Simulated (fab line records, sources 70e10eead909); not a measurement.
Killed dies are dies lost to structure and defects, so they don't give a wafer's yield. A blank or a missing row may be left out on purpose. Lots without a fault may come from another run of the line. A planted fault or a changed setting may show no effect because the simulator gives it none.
Which tool did it? | flow nand_harc | 11 lots, 33 wafers sampled, at 5 steps of a route of 1159

WHAT THE GAUGES READ, wafer by wafer
NHARC_END_SORT_01.
lot  | measured     | on        | killed_at_array
L432 | day 20 08:43 | prober-01 | 19 20 21
L436 | day 20 16:29 | prober-01 | 33 38 34
L433 | day 20 21:47 | prober-02 | 25 20 17
L434 | day 21 04:49 | prober-02 | 34 41 39
L435 | day 21 12:37 | prober-02 | 9 17 18
L446 | day 23 00:26 | prober-01 | 39 41 37
L444 | day 23 10:49 | prober-02 | 33 39 34
L447 | day 23 12:23 | prober-01 | 34 32 23
L451 | day 24 17:19 | prober-02 | 673 674 673
L454 | day 24 18:05 | prober-01 | 673 673 676
L455 | day 25 02:52 | prober-02 | 677 676 677

WHICH TOOL RAN EACH LOT (tool, then ch and the chambers of the sampled wafers, then the start)
lot  | NHARC_A_CONTACT_ETCH_102           | NHARC_A_CONTACT_DEP_58          | NHARC_A_CONTACT_ETCH_75            | NHARC_A_CONTACT_ETCH_124
L432 | rie_diel-07 ch 0,1,3, day 16 11:11 | pecvd-03 ch 0,1,2, day 16 14:09 | rie_diel-07 ch 0,2,3, day 16 15:04 | har_cap_etch-02 ch 0, day 16 16:20
L436 | rie_diel-05 ch 0,2, day 16 22:25   | pecvd-03 ch 1,2, day 17 01:09   | rie_diel-05 ch 0,1, day 17 02:07   | har_cap_etch-01 ch 0,1, day 17 03:38
L433 | rie_diel-07 ch 0,1, day 16 22:47   | pecvd-01 ch 0,1,2, day 17 01:12 | rie_diel-05 ch 0,1,2, day 17 02:31 | har_cap_etch-03 ch 0,1, day 17 04:10
L434 | rie_diel-07 ch 2,3, day 17 03:59   | pecvd-02 ch 0,1,2, day 17 06:43 | rie_diel-11 ch 1,2,3, day 17 07:48 | har_cap_etch-03 ch 0,1, day 17 08:56
L435 | rie_diel-07 ch 1,3, day 17 10:35   | pecvd-03 ch 0,1, day 17 12:59   | rie_diel-11 ch 1,2, day 17 13:52   | har_cap_etch-01 ch 0,1, day 17 14:54
L446 | rie_diel-05 ch 2,3, day 20 04:39   | pecvd-02 ch 1,2, day 20 07:05   | rie_diel-07 ch 1,3, day 20 08:05   | har_cap_etch-03 ch 0,1, day 20 09:08
L444 | rie_diel-05 ch 0,1,3, day 20 09:00 | pecvd-03 ch 0,1,2, day 20 11:28 | rie_diel-07 ch 0,1,2, day 20 12:27 | har_cap_etch-02 ch 0,1, day 20 13:29
L447 | rie_diel-07 ch 0,2,3, day 20 10:53 | pecvd-02 ch 0,1, day 20 13:19   | rie_diel-07 ch 1,2,3, day 20 14:17 | har_cap_etch-03 ch 0,1, day 20 15:23
L451 | rie_diel-07 ch 1,2,3, day 21 11:04 | pecvd-01 ch 0,1,2, day 21 15:31 | rie_diel-07 ch 0,1,3, day 21 16:31 | har_cap_etch-01 ch 0,1, day 21 17:43
L454 | rie_diel-07 ch 1,2, day 22 01:45   | pecvd-02 ch 1,2, day 22 04:16   | rie_diel-07 ch 0,2,3, day 22 05:16 | har_cap_etch-02 ch 0,1, day 22 06:19
L455 | rie_diel-05 ch 0,1,3, day 22 06:21 | pecvd-03 ch 0,2, day 22 11:01   | rie_diel-07 ch 0,1, day 22 11:59   | har_cap_etch-03 ch 0,1, day 22 13:03
- NHARC_A_CONTACT_ETCH_102: etches the open film in CF4/O2, target depth 70 nm, overetch 7 nm, time 38.5 s.
- NHARC_A_CONTACT_DEP_58: deposits SiON, target thk 60 nm.
- NHARC_A_CONTACT_ETCH_75: etches the open film in CF4, target depth 39 nm, time 65 s.
- NHARC_A_CONTACT_ETCH_124: etches the open film in C4F8/O2/Ar, time 140 s, target depth 700 nm.

THE ANSWER, worked out from the rows above alone
Rule: what is usual is taken from the lots themselves. Put in order of their means at a reading, lots are off if they are a third of the lots or fewer, leave a main group of 4 or more, and stand apart from it by a gap of 3 or more times the standard deviation of the main group's means; of several such gaps the widest counts. A main group whose means are all the same, to the digits that the tables above print for the reading, isn't used. A lot without any number at a reading at which 4 lots or more have one is off too. The other lots that the step has rows for count as sound.
Off: L451, L454, L455, at NHARC_END_SORT_01 (killed_at_array). The main group: mean 29, standard deviation 8.8.
A tool fits if, at a process step before that reading, it ran every lot that is off, and no sound lot after the first of them. The gauges at NHARC_END_SORT_01 are tried like those tools. One fits: rie_diel-07 at NHARC_A_CONTACT_ETCH_75. Its last sound lot is L447 (day 20 14:17), its first lot that is off L451 (day 21 16:31): a fault that began between those two fits.

WHAT THE SIMULATOR HAD PUT IN
Skipped step whole: rie_diel-07, from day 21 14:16 on, at NHARC_A_CONTACT_ETCH_75. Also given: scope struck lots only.
Lots struck among those shown: L451, L454, L455. The rule above found the same.
